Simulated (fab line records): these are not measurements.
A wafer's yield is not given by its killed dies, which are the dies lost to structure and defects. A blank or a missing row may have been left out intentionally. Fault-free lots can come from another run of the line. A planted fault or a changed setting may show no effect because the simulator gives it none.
Which tool did it? || flow n5-finfet || Sampling: 9 lots, 24 wafers, 5 of 1938 route steps

== WHAT THE GAUGES SHOWED, per wafer ==
N5_HKMG_FIN_INSPECT_14: inspects for defects (macro).
{"lot": "L199", "measured": "day 4 17:52", "on": "defect-inspect-01", "raw-defect-count": "1 2 3"}
{"lot": "L202", "measured": "day 5 10:33", "on": "defect-inspect-01", "raw-defect-count": "1 1 3"}
{"lot": "L209", "measured": "day 7 02:35", "on": "defect-inspect-01", "raw-defect-count": "4 1 2"}
{"lot": "L213", "measured": "day 8 02:15", "on": "defect-inspect-02", "raw-defect-count": "1 1"}
{"lot": "L214", "measured": "day 8 12:06", "on": "defect-inspect-02", "raw-defect-count": "2 1"}
{"lot": "L215", "measured": "day 8 14:02", "on": "defect-inspect-02", "raw-defect-count": "1 2 1"}
{"lot": "L217", "measured": "day 9 07:35", "on": "defect-inspect-02", "raw-defect-count": "3 1"}
{"lot": "L219", "measured": "day 9 14:43", "on": "defect-inspect-01", "raw-defect-count": "1 1 2"}
{"lot": "L220", "measured": "day 9 20:01", "on": "defect-inspect-02", "raw-defect-count": "3 1 0"}

N5_BEOL_M4_RC_MEAS_101.
{"lot": "L199", "measured": "day 8 13:29", "on": "prober-01", "DIBL_N (mV/V)": "37.0 36.9 37.1", "DIBL_P (mV/V)": "36.1 36.0 36.1", "IOFF_N (nA/um)": "0.146 0.146 0.148", "IOFF_N_85C (nA/um)": "2.9 2.9 2.9", "IOFF_N_LIN (nA/um)": "0.070 0.071 0.072", "IOFF_N_LONG (nA/um)": "5.74e-05 5.76e-05 5.75e-05", "IOFF_P (nA/um)": "0.19 0.20 0.20", "ION_N (uA/um)": "678 675 672", "ION_P (uA/um)": "461 462 461", "SS_N (mV/dec)": "71.5 70.6 70.9", "SS_P (mV/dec)": "73.5 72.9 73.4", "VT_N (mV)": "249.8 247.4 248.0", "VT_N_LONG (mV)": "271.8 272.5 268.0", "VT_N_LVT (mV)": "101 98 100", "VT_P (mV)": "-253 -249 -250", "VT_P_LONG (mV)": "-272 -273 -274", "VT_P_LVT (mV)": "-101.4 -99.1 -99.7"}
{"lot": "L202", "measured": "day 8 17:46", "on": "prober-01", "DIBL_N (mV/V)": "37.7 39.2 34.7", "DIBL_P (mV/V)": "38.3 37.7 33.1", "IOFF_N (nA/um)": "0.187 0.213 0.126", "IOFF_N_85C (nA/um)": "3.6 4.0 2.6", "IOFF_N_LIN (nA/um)": "0.085 0.088 0.061", "IOFF_N_LONG (nA/um)": "5.29e-05 5.47e-05 5.51e-05", "IOFF_P (nA/um)": "0.26 0.24 0.17", "ION_N (uA/um)": "678 680 667", "ION_P (uA/um)": "467 460 458", "SS_N (mV/dec)": "72.6 72.9 71.5", "SS_P (mV/dec)": "74.2 73.9 73.1", "VT_N (mV)": "247.7 248.0 252.7", "VT_N_LONG (mV)": "276.2 276.6 277.2", "VT_N_LVT (mV)": "97 97 103", "VT_P (mV)": "-246 -247 -252", "VT_P_LONG (mV)": "-278 -276 -275", "VT_P_LVT (mV)": "-97.7 -98.9 -102.5"}
{"lot": "L209", "measured": "day 11 00:38", "on": "prober-02", "DIBL_N (mV/V)": "37.1 36.8 37.4", "DIBL_P (mV/V)": "39.3 40.2 40.5", "IOFF_N (nA/um)": "0.176 0.175 0.181", "IOFF_N_85C (nA/um)": "3.4 3.3 3.4", "IOFF_N_LIN (nA/um)": "0.079 0.080 0.081", "IOFF_N_LONG (nA/um)": "5.33e-05 5.36e-05 5.21e-05", "IOFF_P (nA/um)": "0.24 0.27 0.27", "ION_N (uA/um)": "677 670 674", "ION_P (uA/um)": "463 463 466", "SS_N (mV/dec)": "72.4 72.5 72.5", "SS_P (mV/dec)": "73.6 74.6 74.3", "VT_N (mV)": "250.6 249.6 247.8", "VT_N_LONG (mV)": "274.0 274.1 273.3", "VT_N_LVT (mV)": "101 100 99", "VT_P (mV)": "-246 -246 -246", "VT_P_LONG (mV)": "-275 -276 -275", "VT_P_LVT (mV)": "-100.9 -98.6 -97.4"}
{"lot": "L213", "measured": "day 11 22:59", "on": "prober-01", "DIBL_N (mV/V)": "37.2 38.1", "DIBL_P (mV/V)": "37.4 38.0", "IOFF_N (nA/um)": "0.655 0.673", "IOFF_N_85C (nA/um)": "10.5 10.7", "IOFF_N_LIN (nA/um)": "0.306 0.312", "IOFF_N_LONG (nA/um)": "0.0001684 0.0001673", "IOFF_P (nA/um)": "0.15 0.16", "ION_N (uA/um)": "771 770", "ION_P (uA/um)": "449 452", "SS_N (mV/dec)": "71.8 71.6", "SS_P (mV/dec)": "72.4 73.9", "VT_N (mV)": "208.5 210.5", "VT_N_LONG (mV)": "240.8 237.5", "VT_N_LVT (mV)": "60 60", "VT_P (mV)": "-261 -259", "VT_P_LONG (mV)": "-284 -285", "VT_P_LVT (mV)": "-108.6 -107.8"}
{"lot": "L214", "measured": "day 12 05:50", "on": "prober-01", "DIBL_N (mV/V)": "33.8 37.9", "DIBL_P (mV/V)": "33.9 39.5", "IOFF_N (nA/um)": "0.118 0.631", "IOFF_N_85C (nA/um)": "2.4 9.9", "IOFF_N_LIN (nA/um)": "0.059 0.297", "IOFF_N_LONG (nA/um)": "5.47e-05 0.0001604", "IOFF_P (nA/um)": "0.17 0.18", "ION_N (uA/um)": "674 757", "ION_P (uA/um)": "468 453", "SS_N (mV/dec)": "70.9 71.7", "SS_P (mV/dec)": "72.4 73.9", "VT_N (mV)": "253.6 208.2", "VT_N_LONG (mV)": "275.7 240.7", "VT_N_LVT (mV)": "102 61", "VT_P (mV)": "-252 -258", "VT_P_LONG (mV)": "-272 -282", "VT_P_LVT (mV)": "-100.4 -106.8"}
{"lot": "L215", "measured": "day 12 04:27", "on": "prober-01", "DIBL_N (mV/V)": "38.4 37.9 37.8", "DIBL_P (mV/V)": "38.2 37.6 38.1", "IOFF_N (nA/um)": "0.189 0.169 0.193", "IOFF_N_85C (nA/um)": "3.6 3.3 3.6", "IOFF_N_LIN (nA/um)": "0.086 0.079 0.088", "IOFF_N_LONG (nA/um)": "5.48e-05 5.27e-05 5.33e-05", "IOFF_P (nA/um)": "0.24 0.24 0.25", "ION_N (uA/um)": "696 677 708", "ION_P (uA/um)": "480 464 484", "SS_N (mV/dec)": "72.0 71.6 72.4", "SS_P (mV/dec)": "73.4 73.5 74.2", "VT_N (mV)": "246.2 245.0 243.7", "VT_N_LONG (mV)": "275.5 278.0 278.0", "VT_N_LVT (mV)": "99 101 97", "VT_P (mV)": "-250 -249 -245", "VT_P_LONG (mV)": "-276 -277 -274", "VT_P_LVT (mV)": "-100.1 -99.6 -98.9"}
{"lot": "L217", "measured": "day 13 06:37", "on": "prober-02", "DIBL_N (mV/V)": "38.9 36.8", "DIBL_P (mV/V)": "37.8 35.5", "IOFF_N (nA/um)": "0.651 0.135", "IOFF_N_85C (nA/um)": "10.2 2.7", "IOFF_N_LIN (nA/um)": "0.286 0.064", "IOFF_N_LONG (nA/um)": "0.0001505 4.89e-05", "IOFF_P (nA/um)": "0.13 0.17", "ION_N (uA/um)": "757 675", "ION_P (uA/um)": "441 459", "SS_N (mV/dec)": "72.3 70.8", "SS_P (mV/dec)": "73.9 73.3", "VT_N (mV)": "210.6 254.0", "VT_N_LONG (mV)": "240.5 276.3", "VT_N_LVT (mV)": "63 103", "VT_P (mV)": "-268 -256", "VT_P_LONG (mV)": "-295 -284", "VT_P_LVT (mV)": "-116.0 -106.6"}
{"lot": "L219", "measured": "day 13 08:35", "on": "prober-02", "DIBL_N (mV/V)": "33.4 34.7 36.5", "DIBL_P (mV/V)": "33.0 34.8 36.2", "IOFF_N (nA/um)": "0.126 0.147 0.164", "IOFF_N_85C (nA/um)": "2.5 2.9 3.2", "IOFF_N_LIN (nA/um)": "0.062 0.071 0.077", "IOFF_N_LONG (nA/um)": "6.02e-05 5.93e-05 5.87e-05", "IOFF_P (nA/um)": "0.19 0.22 0.26", "ION_N (uA/um)": "679 681 678", "ION_P (uA/um)": "469 472 474", "SS_N (mV/dec)": "71.3 71.5 72.4", "SS_P (mV/dec)": "72.9 73.4 73.0", "VT_N (mV)": "252.8 252.4 248.7", "VT_N_LONG (mV)": "273.1 274.2 271.8", "VT_N_LVT (mV)": "101 98 97", "VT_P (mV)": "-251 -247 -246", "VT_P_LONG (mV)": "-273 -273 -272", "VT_P_LVT (mV)": "-98.6 -96.2 -94.9"}
{"lot": "L220", "measured": "day 14 02:40", "on": "prober-01", "DIBL_N (mV/V)": "37.7 38.0 35.4", "DIBL_P (mV/V)": "38.6 37.2 34.7", "IOFF_N (nA/um)": "0.167 0.171 0.135", "IOFF_N_85C (nA/um)": "3.3 3.3 2.7", "IOFF_N_LIN (nA/um)": "0.078 0.078 0.064", "IOFF_N_LONG (nA/um)": "5.66e-05 5.86e-05 5.79e-05", "IOFF_P (nA/um)": "0.25 0.22 0.18", "ION_N (uA/um)": "676 680 667", "ION_P (uA/um)": "467 469 455", "SS_N (mV/dec)": "71.3 71.0 71.3", "SS_P (mV/dec)": "73.1 72.6 72.9", "VT_N (mV)": "249.5 249.2 252.4", "VT_N_LONG (mV)": "275.0 276.1 274.7", "VT_N_LVT (mV)": "97 98 102", "VT_P (mV)": "-246 -248 -251", "VT_P_LONG (mV)": "-270 -273 -274", "VT_P_LVT (mV)": "-95.1 -97.7 -99.8"}

== WHICH TOOL RAN EACH LOT (tool, then ch and the chambers of the sampled wafers, then the start) ==
{"lot": "L199", "N5_HKMG_FIN_ALD_91": "ald-metal-02 ch 0,1, day 4 19:31", "N5_HKMG_FIN_STRIP_89": "rie-diel-06 ch 0,1, day 4 19:55", "N5_HKMG_FIN_ETCHBACK_68": "rie-metal-01 ch 1, day 4 21:08"}
{"lot": "L202", "N5_HKMG_FIN_ALD_91": "ald-metal-03 ch 0,1,2, day 5 11:34", "N5_HKMG_FIN_STRIP_89": "rie-diel-06 ch 0,2,3, day 5 12:01", "N5_HKMG_FIN_ETCHBACK_68": "rie-metal-01 ch 0,1, day 5 13:19"}
{"lot": "L209", "N5_HKMG_FIN_ALD_91": "ald-metal-02 ch 0,2, day 7 03:40", "N5_HKMG_FIN_STRIP_89": "rie-diel-06 ch 0,1,2, day 7 04:04", "N5_HKMG_FIN_ETCHBACK_68": "rie-metal-03 ch 0,1, day 7 05:20"}
{"lot": "L213", "N5_HKMG_FIN_ALD_91": "ald-metal-02 ch 3, day 8 03:19", "N5_HKMG_FIN_STRIP_89": "rie-diel-01 ch 0,1, day 8 03:43", "N5_HKMG_FIN_ETCHBACK_68": "rie-metal-02 ch 0,1, day 8 04:56"}
{"lot": "L214", "N5_HKMG_FIN_ALD_91": "ald-metal-02 ch 1,2, day 8 13:07", "N5_HKMG_FIN_STRIP_89": "rie-diel-02 ch 2, day 8 13:32", "N5_HKMG_FIN_ETCHBACK_68": "rie-metal-02 ch 1, day 8 14:50"}
{"lot": "L215", "N5_HKMG_FIN_ALD_91": "ald-metal-03 ch 0,2,3, day 8 15:25", "N5_HKMG_FIN_STRIP_89": "rie-diel-06 ch 0,2, day 8 15:49", "N5_HKMG_FIN_ETCHBACK_68": "rie-metal-03 ch 0,1, day 8 17:03"}
{"lot": "L217", "N5_HKMG_FIN_ALD_91": "ald-metal-02 ch 0,2, day 9 08:37", "N5_HKMG_FIN_STRIP_89": "rie-diel-01 ch 0,1, day 9 09:01", "N5_HKMG_FIN_ETCHBACK_68": "rie-metal-02 ch 1, day 9 10:19"}
{"lot": "L219", "N5_HKMG_FIN_ALD_91": "ald-metal-01 ch 0,1,3, day 9 16:02", "N5_HKMG_FIN_STRIP_89": "rie-diel-06 ch 2,3, day 9 16:26", "N5_HKMG_FIN_ETCHBACK_68": "rie-metal-01 ch 0,1, day 9 17:40"}
{"lot": "L220", "N5_HKMG_FIN_ALD_91": "ald-metal-03 ch 1,2, day 9 21:16", "N5_HKMG_FIN_STRIP_89": "rie-diel-01 ch 0,1,3, day 9 21:40", "N5_HKMG_FIN_ETCHBACK_68": "rie-metal-01 ch 0,1, day 9 23:02"}
- N5_HKMG_FIN_ALD_91: deposits TiN, target thk 1 nm, pulse time 1 s, purge time 3 s.
- N5_HKMG_FIN_STRIP_89: strips SOC in N2/H2, time 20 s.
- N5_HKMG_FIN_ETCHBACK_68: etches the open film in Cl2/Ar, stops on HfO2, target depth 0.5 nm.

== WHAT THE TOOLS THEMSELVES READ (means of the sampled wafers that have a number; where no wafer has one, the mark that the record gives instead) ==
N5_HKMG_FIN_ALD_91.
{"lot": "L199", "tool": "ald-metal-02", "chamber-pressure-Torr (Torr)": 2.993, "heater-power-w (W)": 860, "precursor-pulse-height-rel": 0.990}
{"lot": "L202", "tool": "ald-metal-03", "chamber-pressure-Torr (Torr)": 3.006, "heater-power-w (W)": 885, "precursor-pulse-height-rel": 1.004}
{"lot": "L209", "tool": "ald-metal-02", "chamber-pressure-Torr (Torr)": 3.003, "heater-power-w (W)": 809, "precursor-pulse-height-rel": 0.994}
{"lot": "L213", "tool": "ald-metal-02", "chamber-pressure-Torr (Torr)": 2.997, "heater-power-w (W)": 812, "precursor-pulse-height-rel": 0.998}
{"lot": "L214", "tool": "ald-metal-02", "chamber-pressure-Torr (Torr)": 3.005, "heater-power-w (W)": 832, "precursor-pulse-height-rel": 1.001}
{"lot": "L215", "tool": "ald-metal-03", "chamber-pressure-Torr (Torr)": 2.998, "heater-power-w (W)": 897, "precursor-pulse-height-rel": 0.994}
{"lot": "L217", "tool": "ald-metal-02", "chamber-pressure-Torr (Torr)": 2.999, "heater-power-w (W)": 814, "precursor-pulse-height-rel": 0.995}
{"lot": "L219", "tool": "ald-metal-01", "chamber-pressure-Torr (Torr)": 3.002, "heater-power-w (W)": 788, "precursor-pulse-height-rel": 0.993}
{"lot": "L220", "tool": "ald-metal-03", "chamber-pressure-Torr (Torr)": 3.002, "heater-power-w (W)": 910, "precursor-pulse-height-rel": 0.990}

N5_HKMG_FIN_STRIP_89.
{"lot": "L199", "tool": "rie-diel-06", "bias-power-w (W)": 7.995, "drypump-motor-current-A (A)": 5.9, "oes-product-au (a.u.)": 0.84, "rf-vpp-V (V)": 54.3, "showerhead-plenum-p-Torr (Torr)": 3.47, "throttle-valve-pct (%)": 18.7}
{"lot": "L202", "tool": "rie-diel-06", "bias-power-w (W)": 7.985, "drypump-motor-current-A (A)": 5.7, "oes-product-au (a.u.)": 0.83, "rf-vpp-V (V)": 54.4, "showerhead-plenum-p-Torr (Torr)": 3.44, "throttle-valve-pct (%)": 19.1}
{"lot": "L209", "tool": "rie-diel-06", "bias-power-w (W)": 7.985, "drypump-motor-current-A (A)": 5.9, "oes-product-au (a.u.)": 0.87, "rf-vpp-V (V)": 54.1, "showerhead-plenum-p-Torr (Torr)": 3.44, "throttle-valve-pct (%)": 19.0}
{"lot": "L213", "tool": "rie-diel-01", "bias-power-w (W)": 7.986, "drypump-motor-current-A (A)": 4.8, "oes-product-au (a.u.)": 0.72, "rf-vpp-V (V)": 54.8, "showerhead-plenum-p-Torr (Torr)": 3.29, "throttle-valve-pct (%)": 19.2}
{"lot": "L214", "tool": "rie-diel-02", "bias-power-w (W)": 7.989, "drypump-motor-current-A (A)": 5.7, "oes-product-au (a.u.)": 0.90, "rf-vpp-V (V)": 55.0, "showerhead-plenum-p-Torr (Torr)": 3.45, "throttle-valve-pct (%)": 19.0}
{"lot": "L215", "tool": "rie-diel-06", "bias-power-w (W)": 8.008, "drypump-motor-current-A (A)": 5.7, "oes-product-au (a.u.)": 0.82, "rf-vpp-V (V)": 54.2, "showerhead-plenum-p-Torr (Torr)": 3.52, "throttle-valve-pct (%)": 19.1}
{"lot": "L217", "tool": "rie-diel-01", "bias-power-w (W)": 7.989, "drypump-motor-current-A (A)": 4.8, "oes-product-au (a.u.)": 0.72, "rf-vpp-V (V)": 53.9, "showerhead-plenum-p-Torr (Torr)": 3.29, "throttle-valve-pct (%)": 19.2}
{"lot": "L219", "tool": "rie-diel-06", "bias-power-w (W)": 8.003, "drypump-motor-current-A (A)": 5.6, "oes-product-au (a.u.)": 0.78, "rf-vpp-V (V)": 53.9, "showerhead-plenum-p-Torr (Torr)": 3.33, "throttle-valve-pct (%)": 19.3}
{"lot": "L220", "tool": "rie-diel-01", "bias-power-w (W)": 7.997, "drypump-motor-current-A (A)": 5.0, "oes-product-au (a.u.)": 0.76, "rf-vpp-V (V)": 54.5, "showerhead-plenum-p-Torr (Torr)": 3.27, "throttle-valve-pct (%)": 19.2}

N5_HKMG_FIN_ETCHBACK_68.
{"lot": "L199", "tool": "rie-metal-01", "drypump-motor-current-A (A)": 5.1, "mfc-cl2-sccm (sccm)": 40.04, "oes-product-au (a.u.)": 0.93, "throttle-valve-pct (%)": 20.82}
{"lot": "L202", "tool": "rie-metal-01", "drypump-motor-current-A (A)": 5.6, "mfc-cl2-sccm (sccm)": 39.99, "oes-product-au (a.u.)": 0.85, "throttle-valve-pct (%)": 20.97}
{"lot": "L209", "tool": "rie-metal-03", "drypump-motor-current-A (A)": 5.3, "mfc-cl2-sccm (sccm)": 39.76, "oes-product-au (a.u.)": 0.87, "throttle-valve-pct (%)": 20.56}
{"lot": "L213", "tool": "rie-metal-02", "drypump-motor-current-A (A)": 5.4, "mfc-cl2-sccm (sccm)": 40.04, "oes-product-au (a.u.)": 0.63, "throttle-valve-pct (%)": 21.08}
{"lot": "L214", "tool": "rie-metal-02", "drypump-motor-current-A (A)": 5.6, "mfc-cl2-sccm (sccm)": 40.02, "oes-product-au (a.u.)": 0.56, "throttle-valve-pct (%)": 21.05}
{"lot": "L215", "tool": "rie-metal-03", "drypump-motor-current-A (A)": 5.3, "mfc-cl2-sccm (sccm)": 40.07, "oes-product-au (a.u.)": 0.85, "throttle-valve-pct (%)": 20.57}
{"lot": "L217", "tool": "rie-metal-02", "drypump-motor-current-A (A)": 5.6, "mfc-cl2-sccm (sccm)": 39.82, "oes-product-au (a.u.)": 0.61, "throttle-valve-pct (%)": 20.95}
{"lot": "L219", "tool": "rie-metal-01", "drypump-motor-current-A (A)": 5.6, "mfc-cl2-sccm (sccm)": 39.94, "oes-product-au (a.u.)": 0.81, "throttle-valve-pct (%)": 21.00}
{"lot": "L220", "tool": "rie-metal-01", "drypump-motor-current-A (A)": 5.4, "mfc-cl2-sccm (sccm)": 39.94, "oes-product-au (a.u.)": 0.83, "throttle-valve-pct (%)": 20.92}

== THE ANSWER, worked out from the rows above alone ==
Rule: what is usual is taken from the lots themselves. The widest of any qualifying gaps counts: lots, ordered by their means at a reading, are off when they make up no more than a third of the lots, leave a main group of 4 or more, and stand apart from it by 3 or more times the standard deviation of that group's means. The tables above print the reading to a certain number of digits; a main group whose means all agree to those digits is not used. Also off: a lot with no number at a reading for which 4 or more lots have one. Any other lot the step has rows for is counted as sound. After the gauges, taken in route order, come the tools' own readings; for these a lot's mean is taken, as printed above. At the first step where some lot is off, the reading lying furthest off is the one used; lots without a number count as furthest.
Off: L213, L214, L217, seen at N5_BEOL_M4_RC_MEAS_101 (VT_N_LVT). The main group: mean 99 mV, standard deviation 0.46.
A tool fits if, at a process step before that reading, it ran every lot that is off, and no sound lot after the first of them. Not tried: the gauges at N5_BEOL_M4_RC_MEAS_101; whatever is off there is also off at N5_HKMG_FIN_ETCHBACK_68, on other tools, and gauge error can't account for it. 2 tools fit, ald-metal-02 at N5_HKMG_FIN_ALD_91 and rie-metal-02 at N5_HKMG_FIN_ETCHBACK_68, so this cannot tell which one it is.

== WHAT THE SIMULATOR HAD PUT IN ==
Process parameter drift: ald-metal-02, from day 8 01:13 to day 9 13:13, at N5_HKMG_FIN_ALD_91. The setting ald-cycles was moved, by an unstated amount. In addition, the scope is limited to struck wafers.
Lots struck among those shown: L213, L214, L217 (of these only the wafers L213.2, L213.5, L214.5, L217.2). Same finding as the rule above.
